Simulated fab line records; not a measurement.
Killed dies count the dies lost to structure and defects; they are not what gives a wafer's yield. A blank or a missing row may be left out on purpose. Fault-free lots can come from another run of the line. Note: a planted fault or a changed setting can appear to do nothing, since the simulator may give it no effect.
The tool behind it: which one?    flow nand harc    6 lots, 17 wafers sampled, at 5 steps of a route of 1159

== WHAT EACH GAUGE READ, for each wafer ==
NHARC_P_M2_THK_MEAS_24: measures by xrf.
lot   measured      on             thk nm (nm)
L632  day 6 15:02   film metro-01  144.7 145.9 142.3
L634  day 7 03:05   film metro-01  143.4 145.1 143.3
L637  day 8 04:25   film metro-02  145.7 146.2 144.0
L646  day 10 12:34  film metro-01  135.7 136.4
L648  day 10 21:56  film metro-02  145.0 145.7 144.9
L653  day 11 22:44  film metro-02  142.5 145.0 144.6

== TOOL THAT RAN EACH LOT (tool first, then ch and the chambers of the sampled wafers, then the start) ==
lot   NHARC_P_M2_ETCH_15                            NHARC_P_M2_PVD_20                        NHARC_P_M2_PVD_21                        NHARC_P_M2_CMP_23
L632  rie diel-09 ch 1,3, day 6 14:47 or earlier    pvd sputter-03, day 6 14:47 or earlier   pvd sputter-03, day 6 14:47 or earlier   cmp-02 ch 0,1,2, day 6 14:47
L634  rie diel-03 ch 0,1,3, day 7 02:46 or earlier  pvd sputter-01, day 7 02:46 or earlier   pvd sputter-01, day 7 02:46 or earlier   cmp-01 ch 1,2,3, day 7 02:46
L637  rie diel-09 ch 0,2,3, day 8 04:08 or earlier  pvd sputter-01, day 8 04:08 or earlier   pvd sputter-01, day 8 04:08 or earlier   cmp-02 ch 0,2, day 8 04:08
L646  rie diel-09 ch 3, day 10 12:17 or earlier     pvd sputter-03, day 10 12:17 or earlier  pvd sputter-03, day 10 12:17 or earlier  cmp-01 ch 1, day 10 12:17
L648  rie diel-03 ch 1,2, day 10 21:40 or earlier   pvd sputter-02, day 10 21:40 or earlier  pvd sputter-02, day 10 21:40 or earlier  cmp-02 ch 2,3, day 10 21:40
L653  rie diel-03 ch 1,3, day 11 22:27 or earlier   pvd sputter-02, day 11 22:27 or earlier  pvd sputter-02, day 11 22:27 or earlier  cmp-02 ch 0,1,2, day 11 22:27
- NHARC_P_M2_ETCH_15: etches the open film in C4F8/Ar, target depth 182.5 nm, time 91.2 s.
- NHARC_P_M2_PVD_20: deposits TaN, target thk 5 nm, time 8.06 s.
- NHARC_P_M2_PVD_21: deposits Cu, target thk 30 nm, time 20.49 s.
- NHARC_P_M2_CMP_23: polishes, t overpolish 20 s, target thk 144.3 nm.

== THE ANSWER, worked out from the rows above alone ==
Rule: usual is defined by the lots themselves. The widest of any qualifying gaps counts: lots, ordered by their means at a reading, are off when they make up no more than a third of the lots, leave a main group of 4 or more, and stand apart from it by 3 or more times the standard deviation of that group's means. A main group whose means are all the same, to the digits that the tables above print for the reading, isn't used. A lot without any number at a reading at which 4 lots or more have one is off too. Where the step has rows for the other lots, those lots are counted as sound.
Off at NHARC_P_M2_THK_MEAS_24 (thk nm): L646. For the main group the mean is 144.6 nm and the standard deviation 0.58.
If a tool, at a process step before that reading, ran all the lots that are off and no sound lot after the first of them, it fits. Those tools and the gauges at NHARC_P_M2_THK_MEAS_24 are tried in the same way. With no start given for some of its lots, NHARC_P_M2_ETCH_15 uses the hours and lot order of NHARC_P_M2_CMP_23. With no start given for some of its lots, NHARC_P_M2_PVD_20 uses the hours and lot order of NHARC_P_M2_CMP_23. With no start given for some of its lots, NHARC_P_M2_PVD_21 uses the hours and lot order of NHARC_P_M2_CMP_23. Can't be told from this: 4 tools fit, rie diel-09 at NHARC_P_M2_ETCH_15, pvd sputter-03 at NHARC_P_M2_PVD_20 and NHARC_P_M2_PVD_21, cmp-01 at NHARC_P_M2_CMP_23, film metro-01 at NHARC_P_M2_THK_MEAS_24.

== WHAT WAS PUT IN BY THE SIMULATOR ==
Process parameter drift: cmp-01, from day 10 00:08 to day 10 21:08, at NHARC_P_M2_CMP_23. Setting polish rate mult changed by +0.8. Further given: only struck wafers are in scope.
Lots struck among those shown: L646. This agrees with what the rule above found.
